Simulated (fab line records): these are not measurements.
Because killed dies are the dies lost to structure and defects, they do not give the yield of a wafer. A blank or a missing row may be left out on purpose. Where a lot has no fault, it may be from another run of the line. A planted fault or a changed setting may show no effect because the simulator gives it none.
Chamber matching -- flow n5_finfet -- 3 sister chambers for N5_BEOL_M12_ILD_DEP_00 on pecvd-01
The step deposits SiOC from DEMS/O2, target thk 658.92 nm, time 130.7 s. 14 wafers are shown with their chamber, then 7 later ones without.

## WAFERS, EACH WITH ITS CHAMBER
wafer,chamber,showerhead_vpp_V (V),throttle_valve_pct (%),heater_power_w (W)
L074.1,0,1453,10.9,561
L074.2,1,1297,12.3,376
L074.6,0,1443,10.8,598
L082.1,2,1501,11.4,499
L082.3,0,1454,10.9,676
L082.4,0,1468,11.2,557
L084.2,2,1495,11.1,516
L084.4,2,1497,11.3,547
L084.5,0,1475,11.0,617
L091.1,1,1330,12.5,382
L091.2,2,1522,11.4,505
L091.4,2,1518,11.3,542
L094.1,2,1499,11.6,541
L094.2,0,1466,11.1,644

SIGNATURES (averages over the wafers above)
reading,chamber 0,chamber 1,chamber 2,scatter within a chamber
showerhead_vpp_V,1459.83,1313.50,1505.33,13.2
throttle_valve_pct,10.983,12.400,11.350,0.155
heater_power_w,608.83,379.00,525.00,34.5
Rule: for a wafer and a chamber, the distance is found by dividing, reading by reading, the gap between the wafer's reading and the chamber's mean by the reading's scatter, squaring, summing and taking the root. If the next closest chamber is less than 2 further off than the closest, the wafer can't be placed; otherwise it belongs to the closest. The scatter is the square root of a quotient: the sum, over the shown wafers, of each reading's squared deviation from its chamber's mean, divided by wafers minus chambers.

## WAFERS WITH NO CHAMBER GIVEN
wafer,showerhead_vpp_V (V),throttle_valve_pct (%),heater_power_w (W)
L094.3,1312,12.7,354
L094.4,1471,10.9,664
L094.5,1518,11.4,563
L094.6,1330,12.2,366
L096.2,1531,11.3,561
L096.3,1460,11.1,573
L096.6,1335,12.2,302

## EACH ONE'S CHAMBER
wafer,from the rows above,in truth
L094.3,1,1
L094.4,0,0
L094.5,2,2
L094.6,1,1
L096.2,2,2
L096.3,0,0
L096.6,1,1
7 of 7 placed correctly. Left unplaced by these rows: 0. Placed wrongly: 0.
